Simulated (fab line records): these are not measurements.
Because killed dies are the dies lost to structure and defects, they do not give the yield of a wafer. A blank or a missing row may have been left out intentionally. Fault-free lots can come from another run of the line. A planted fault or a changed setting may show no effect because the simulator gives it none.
Problem report, 8D (eight disciplines) form, completed by code / flow nand harc / the parts of the form that need people (team, actions taken, sign-off) are left out

## 1. WHAT WENT WRONG
Wafers without a fault read 91 % with a standard deviation of 3.1, while defect limited yield at NHARC_END_SORT_01 averages 0 % across 2 wafers of 1 lot. That puts it -29 standard deviations away from the usual mean.
First seen on wafer L539.3, day 29 20:03, on prober-01. The record has a number at this step for 12 wafers belonging to 4 lots. By rule, "out" or "out of limits" means more than 4 standard deviations away from the usual mean. All remaining wafers that have a number are taken as sound.

## 2. WHAT IT IS AND WHAT IT IS NOT
question=which readings at this step | is=defect limited yield, killed at array, killed dies | is not=killed at other, killed open
question=which lots | is=L539 | is not=L528, L536, L542
question=which wafers of those lots | is=L539.3, L539.5 | is not=L539.1
question=read on which gauges | is=prober-01 | is not=prober-02
question=when | is=from day 29 20:03 | is not=up to then (7 sound wafers); but 3 sound wafers of L542 came after

## 3. THE SUSPECTS, EACH WITH WHAT RULES IT OUT
Counting: any tool at a process step up to the reading remains a suspect provided it ran every lot that is out. Sound lots after the first of them don't rule it out here, since some wafers of a struck lot are sound.
- the gauge at NHARC_END_SORT_01: kept. All the wafers that are out were read on prober-01, and no step on other tools shows them out.
- rie diel-12 at NHARC_A_BONDPAD_ETCH_12 (etches the open film in CHF3/O2, target depth 220 nm, time 110 s): kept. It ran the lot that is out, L539 (day 28 12:56); its last sound lot up to then is L528 (day 23 02:02). NHARC_A_BONDPAD_ETCH_12 gives no start for some lots, so the hours and the order of its lots are those of NHARC_A_BONDPAD_CD_MEAS_13.
- pvd sputter-03 at NHARC_A_BONDPAD_PVD_27 (deposits Cu, target thk 30 nm, time 20.49 s): kept. It ran the lot that is out, L539 (day 28 13:47); its last sound lot up to then is L536 (day 27 00:10).
- rtp anneal-02 at NHARC_A_BONDPAD_ANNEAL_28 (time 90 s): kept. It ran the lot that is out, L539 (day 28 14:18); its last sound lot up to then is L536 (day 27 00:41).
- rie diel-01 at NHARC_HYBRID_BOND_ACTIVATE_00 (chemistry N2, time 60 s): kept. It ran the lot that is out, L539 (day 28 15:16); its last sound lot up to then is L528 (day 23 04:28).
- grinder-01 at NHARC_THIN_TSV_GRIND_00: kept. It ran the lot that is out, L539 (day 29 00:52); its last sound lot up to then is L536 (day 27 10:34).
- cmp-03 at NHARC_THIN_TSV_CMP_01 (polishes): kept. It ran the lot that is out, L539 (day 29 02:07); its last sound lot up to then is L536 (day 27 11:47).
- Within rie diel-12 at NHARC_A_BONDPAD_ETCH_12: the wafers that are out ran in chambers 1, 3; their sound lot-mates ran in chamber 2.
Left after counting: rie diel-12 at NHARC_A_BONDPAD_ETCH_12, pvd sputter-03 at NHARC_A_BONDPAD_PVD_27, rtp anneal-02 at NHARC_A_BONDPAD_ANNEAL_28, rie diel-01 at NHARC_HYBRID_BOND_ACTIVATE_00, grinder-01 at NHARC_THIN_TSV_GRIND_00, cmp-03 at NHARC_THIN_TSV_CMP_01, prober-01 at NHARC_END_SORT_01.

## 4. THE CAUSE (what the simulator had put in)
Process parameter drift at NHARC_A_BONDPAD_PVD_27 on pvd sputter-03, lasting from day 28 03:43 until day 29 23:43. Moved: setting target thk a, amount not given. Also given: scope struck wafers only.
Counting left 7 suspects, and this tool is among them.

## 5. THE EFFECT CHAIN, in route order
One row per reading whose mean, taken over the struck wafers that have a number, lies over 3 standard deviations from the usual. Only readings for which the record gives a usual standard deviation are gone through. hours: the time from each lot's start at the first step in this table that gives one to its start at this step, as a median over the lots. sigmas: the change in usual standard deviations.
hours=0; step=NHARC_END_SORT_01; reading=defect limited yield; usual=91 %; on struck wafers=0; change=-90; sigmas=-29
hours=0; step=NHARC_END_SORT_01; reading=killed at array; usual=56; on struck wafers=667; change=+611; sigmas=+29
hours=0; step=NHARC_END_SORT_01; reading=killed dies; usual=61; on struck wafers=673; change=+612; sigmas=+29

## 6. HOW IT WOULD HAVE BEEN CAUGHT EARLIER
In this record the first reading out of limits at a measuring or inspecting step was taken at day 29 20:03, 40 hours after the fault began at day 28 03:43.
No tool reading at NHARC_A_BONDPAD_PVD_27 that has a usual standard deviation in the record was out on any struck wafer, so an alarm limit of 4 standard deviations on those readings would not have fired.
By day 29 20:03 the whole set of lots that are out, 1 in number, had already begun NHARC_A_BONDPAD_PVD_27 on pvd sputter-03. Had the tool been put on hold then, not one of them would have been saved.
